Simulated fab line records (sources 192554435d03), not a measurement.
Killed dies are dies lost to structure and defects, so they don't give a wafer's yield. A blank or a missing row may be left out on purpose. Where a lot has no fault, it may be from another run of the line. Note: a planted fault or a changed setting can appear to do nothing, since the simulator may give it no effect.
Chamber matching :: flow n5_finfet :: rie_diel-06 running N5_DUMMY_GATE_STRIP_40: 4 sister chambers
The step strips in CF4. 8 wafers are shown with their chamber, then 7 later ones without.

WAFERS, EACH WITH ITS CHAMBER
wafer: L886.4
chamber: 3
showerhead_plenum_p_Torr (Torr): 1.67
drypump_motor_current_A (A): 5.9

wafer: L888.4
chamber: 2
showerhead_plenum_p_Torr (Torr): 1.76
drypump_motor_current_A (A): 5.6

wafer: L894.2
chamber: 3
showerhead_plenum_p_Torr (Torr): 1.66
drypump_motor_current_A (A): 5.8

wafer: L897.2
chamber: 1
showerhead_plenum_p_Torr (Torr): 1.88
drypump_motor_current_A (A): 6.5

wafer: L897.3
chamber: 0
showerhead_plenum_p_Torr (Torr): 1.71
drypump_motor_current_A (A): 6.5

wafer: L897.5
chamber: 0
showerhead_plenum_p_Torr (Torr): 1.71
drypump_motor_current_A (A): 6.6

wafer: L898.3
chamber: 2
showerhead_plenum_p_Torr (Torr): 1.75
drypump_motor_current_A (A): 5.6

wafer: L898.4
chamber: 1
showerhead_plenum_p_Torr (Torr): 1.88
drypump_motor_current_A (A): 6.5

WAFERS WHOSE CHAMBER IS MISSING
wafer: L898.6
showerhead_plenum_p_Torr (Torr): 1.88
drypump_motor_current_A (A): 6.5

wafer: L901.1
showerhead_plenum_p_Torr (Torr): 1.71
drypump_motor_current_A (A): 6.5

wafer: L901.2
showerhead_plenum_p_Torr (Torr): 1.75
drypump_motor_current_A (A): 5.6

wafer: L901.3
showerhead_plenum_p_Torr (Torr): 1.66
drypump_motor_current_A (A): 5.8

wafer: L903.2
showerhead_plenum_p_Torr (Torr): 1.88
drypump_motor_current_A (A): 6.5

wafer: L903.3
showerhead_plenum_p_Torr (Torr): 1.75
drypump_motor_current_A (A): 5.6

wafer: L903.5
showerhead_plenum_p_Torr (Torr): 1.88
drypump_motor_current_A (A): 6.5

CHAMBER TAKEN BY EACH
wafer: L898.6
from the rows above: 1
in truth: 1

wafer: L901.1
from the rows above: 0
in truth: 0

wafer: L901.2
from the rows above: 2
in truth: 2

wafer: L901.3
from the rows above: 3
in truth: 3

wafer: L903.2
from the rows above: 1
in truth: 1

wafer: L903.3
from the rows above: 2
in truth: 2

wafer: L903.5
from the rows above: 1
in truth: 1
7 of 7 placed correctly. Left unplaced by these rows: 0. Placed wrongly: 0.
How it was worked out, from the rows above alone: a wafer's distance from a chamber is the root of the sum, over the readings, of the square of ((its reading less the chamber's mean) divided by the reading's scatter). If the next closest chamber is less than 2 further off than the closest, the wafer can't be placed; otherwise it belongs to the closest. A chamber's mean is the mean of its shown wafers. How the scatter is found: for the shown wafers, subtract from each reading the mean of its chamber, square and add these, divide the total by (wafers less chambers), then take the root.
